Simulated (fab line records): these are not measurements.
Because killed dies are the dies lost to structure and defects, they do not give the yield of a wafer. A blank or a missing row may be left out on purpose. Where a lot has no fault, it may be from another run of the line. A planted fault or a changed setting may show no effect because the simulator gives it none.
Matching of chambers -- flow n5-finfet -- 4 sister chambers for N5_BEOL_M0_SAQP_SPACER1_ALD_98 on ald-sin-03
The step deposits SiO2, target thk 12.8 nm, pulse time 1 s, purge time 2 s. 18 wafers are shown with their chamber, then 9 later ones without.

EACH WAFER AND ITS CHAMBER
wafer,chamber,heater-power-w (W),precursor-pulse-height-rel
L076.2,0,458,1.024
L076.4,1,570,1.003
L076.6,2,472,0.976
L078.2,0,466,1.007
L078.3,3,508,0.971
L078.4,1,566,1.000
L080.2,3,520,0.974
L080.3,1,561,0.987
L080.4,0,468,1.010
L082.1,2,465,0.959
L082.2,0,454,1.002
L082.3,1,559,1.024
L082.4,3,503,0.994
L082.5,1,556,0.994
L082.6,0,478,0.991
L083.2,0,472,1.002
L083.4,2,470,1.003
L083.5,3,519,1.012

SIGNATURES (averages over the wafers above)
reading,chamber 0,chamber 1,chamber 2,chamber 3,scatter within a chamber
heater-power-w,466.00,562.40,469.00,512.50,7.33
precursor-pulse-height-rel,1.00600,1.00160,0.97933,0.98775,0.0157
Rule: for each reading, subtract the chamber's mean from the wafer's reading, divide by that reading's scatter and square the result; add these up over the readings and take the root, which gives the wafer's distance from the chamber. The wafer belongs to the nearest chamber; if the next one is less than 2 further off, it can't be placed. The scatter: take each reading less its chamber's mean, square it, sum over the shown wafers, divide by the number of wafers less the number of chambers, and take the root.

WAFERS WITHOUT THEIR CHAMBER
wafer,heater-power-w (W),precursor-pulse-height-rel
L084.1,489,1.036
L084.5,585,0.999
L084.6,469,1.005
L093.1,580,0.972
L093.2,463,0.970
L093.5,496,1.012
L096.1,509,0.979
L096.3,568,0.994
L096.5,475,1.002

WHICH CHAMBER EACH WENT THROUGH
wafer,from the rows above,in truth
L084.1,can't be placed: 0 or 3 or 2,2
L084.5,1,1
L084.6,can't be placed: 0 or 2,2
L093.1,1,1
L093.2,can't be placed: 2 or 0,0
L093.5,can't be placed: 3 or 0 or 2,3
L096.1,3,3
L096.3,1,1
L096.5,can't be placed: 0 or 2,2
Correctly placed: 4 of 9. From these rows, 5 cannot be placed; in 5 the true chamber is one of the candidates. Wrongly placed: 0.
